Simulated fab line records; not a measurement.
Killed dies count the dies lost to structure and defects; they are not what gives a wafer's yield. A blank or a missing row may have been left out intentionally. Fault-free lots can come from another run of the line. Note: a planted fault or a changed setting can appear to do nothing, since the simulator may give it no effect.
Comparing a struck lot with a sound one ; flow n5-finfet ; 26 out of 1938 route steps
Sound: wafers L508.2, L508.3, L508.4. Struck: wafers L514.1, L514.5, L514.6. Last of all comes the cause.
Order at every step that has rows: each side's tool, ch and its chambers, its first start. Under that, the readings that differ: sound wafers ; struck wafers ; difference of the means ; sigmas: that difference in standard deviations of wafers without a fault.
alike: readings whose means differ by less than 2 such deviations, and words and numbers that are the same on both sides. not compared: withheld readings, readings that some wafer has no value for, bounds like >300 that may hide the same value, and numbers for which the record gives no deviation and whose values overlap.
A row with sigmas, a row that says differs or no value, or rows on one side alone: a step with any of these is where the two part. Non-overlapping numbers with no deviation appear without sigmas and do not part them. A reading missing from all wafers of one side parts the sides only when that side holds two or more wafers.

first, 1 step without rows for these wafers: N5_DUMMY_GATE_SRD_01 (time 30 s).
N5_DUMMY_GATE_ALD_02: deposits SiO2, target thk 2 nm, pulse time 1 s.
  sound on ald-sin-04 ch 1,2,3, day 3 15:57; struck on ald-sin-04 ch 1,2,3, day 5 02:00
  alike: heater-power-w, precursor-pulse-height-rel
then, 3 steps without rows for these wafers: N5_DUMMY_GATE_CVD_03 (deposits a-Si from SiH4, target thk 150 nm, time 8042 s); N5_DUMMY_GATE_PRECLEAN_46 (cleans in DIW, time 89.5 s); N5_DUMMY_GATE_SRD_47 (dry time 32 s).
N5_DUMMY_GATE_CMP_04: polishes a-Si.
  sound on cmp-04 ch 0,1,2, day 3 19:59; struck on cmp-01 ch 1,2, day 5 05:51
  alike: motor-current-A, time-to-endpoint-s
N5_DUMMY_GATE_THK_MEAS_05:
  sound: film-metro-01 at day 3 20:11; struck: film-metro-02 at day 5 06:05
  alike: thk-nm
then, 5 steps without rows for these wafers: N5_DUMMY_GATE_HM_DEP_06 (deposits SiNx from DCS/NH3, target thk 80 nm, time 5141 s); N5_DUMMY_GATE_PECVD_30 (deposits SiO2 from TEOS/O2, target thk 55 nm, time 10.8 s); N5_DUMMY_GATE_COAT_34 (time 60 s, resist thk 60 nm); N5_DUMMY_GATE_COAT_35 (time 60 s, resist thk 10 nm); N5_DUMMY_GATE_COAT_28 (time 60 s, resist thk 10 nm).
N5_DUMMY_GATE_COAT_09: resist thk 30 nm.
  sound on litho-track-04 ch 0, day 4 00:13; struck on litho-track-04 ch 0, day 5 10:08
reading;sound;struck;difference;sigmas
spin-speed-rpm (rpm);1499.6 1499.4 1499.8;1466.8 1466.2 1466.2;-33.2;-30
model.CAR-EUV_of_DUMMY_GATE_COAT_09.thk-nm (nm);30 30 30;30.6 30.4 30.6;+0.5;
  alike: exhaust-pa
then, 5 steps without rows for these wafers: N5_DUMMY_GATE_EBR_11; N5_DUMMY_GATE_SOFTBAKE_10 (time 60 s); N5_DUMMY_GATE_EXPOSE_12 (exposes mask GATE, target cd 25 nm); N5_DUMMY_GATE_PEB_13 (peb time 60 s); N5_DUMMY_GATE_DEVELOP_14 (develop time 30 s).
N5_DUMMY_GATE_CD_MEAS_15: target cd 25.8 nm.
  sound on cd-sem-03 ch 0, day 4 00:29; struck on cd-sem-03 ch 0, day 5 10:32
  alike: cd-nm
N5_DUMMY_GATE_OVL_MEAS_16:
  sound on overlay-01 ch 0, day 4 00:31; struck on overlay-02 ch 0, day 5 10:35
  alike: GATE_OVL
N5_DUMMY_GATE_INSPECT_17: inspects for defects (brightfield).
  sound: defect-inspect-02 at day 4 00:35; struck: defect-inspect-01 at day 5 10:38
  alike: raw-defect-count
N5_DUMMY_GATE_DESCUM_20: chemistry O2, time 6.2 s.
  sound on rie-diel-01 ch 1,3, day 4 00:47; struck on rie-diel-01 ch 1,2,3, day 5 10:51
  alike: drypump-motor-current-A, oes-product-au, rf-vpp-V, showerhead-plenum-p-Torr, throttle-valve-pct
  not compared: rf-hours-counter-h
N5_DUMMY_GATE_ETCH_29: etches underlayer in N2/H2, target depth 13 nm.
  sound on rie-diel-01 ch 1,3, day 4 00:51; struck on rie-diel-01 ch 1,2,3, day 5 10:55
reading;sound;struck;difference;sigmas
model.CAR-EUV_of_DUMMY_GATE_COAT_09.thk-nm (nm);18.6 18.8 18.8;19.4 19.4 19;+0.5;
  alike: drypump-motor-current-A, oes-product-au, rf-vpp-V, showerhead-plenum-p-Torr, throttle-valve-pct
  not compared: rf-hours-counter-h
N5_DUMMY_GATE_ETCH_36: etches SiARC in CF4, target depth 13 nm.
  sound on rie-diel-01 ch 1,3, day 4 00:53; struck on rie-diel-01 ch 1,2,3, day 5 10:57
  alike: drypump-motor-current-A, oes-product-au, rf-vpp-V, showerhead-plenum-p-Torr, throttle-valve-pct
  not compared: rf-hours-counter-h
-- a jump in the record: the struck wafers' starts before and after are 5 days apart (it breaks off in module DUMMY_GATE and resumes in module BEOL_M4, where the first step shown is number 1111 of the route) --
N5_BEOL_M4_RC_MEAS_101:
  sound on prober-01 ch 0, day 8 19:01; struck on prober-02 ch 0, day 10 03:53
  alike: DIBL_N, DIBL_P, IOFF_N, IOFF_P, ION_N, ION_P, SS_N, SS_P, VT_N, VT_P
-- record jumps: 4 days separate the struck wafers' starts on either side; left off in module BEOL_M4, taken up again in module PASSIVATION, whose first shown step is the route's number 1936 --
N5_PASSIVATION_PROBE_49:
  sound: prober-02 at day 13 02:38; struck: prober-02 at day 14 14:23
reading;sound;struck;difference;sigmas
killed-open;52 82 51;99 93 82;+30;+2
  alike: defect-limited-yield, killed_at_M0_to_M3, killed_at_M4_up, killed-at-contacts, killed-at-front-end, killed-at-other, killed-dies, killed-on-rim, killed-short, sort_bin_5_function, sort_bin_6_memory, sort_bin_8_speed, sort-n-pass, sort-yield-pct

## WHERE THEY PART
Earliest at N5_DUMMY_GATE_COAT_09; latest, in this record, at N5_PASSIVATION_PROBE_49.

WHY: whatever the simulator had introduced
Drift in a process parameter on litho-track-04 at N5_DUMMY_GATE_COAT_09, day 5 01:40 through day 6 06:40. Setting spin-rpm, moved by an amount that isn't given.
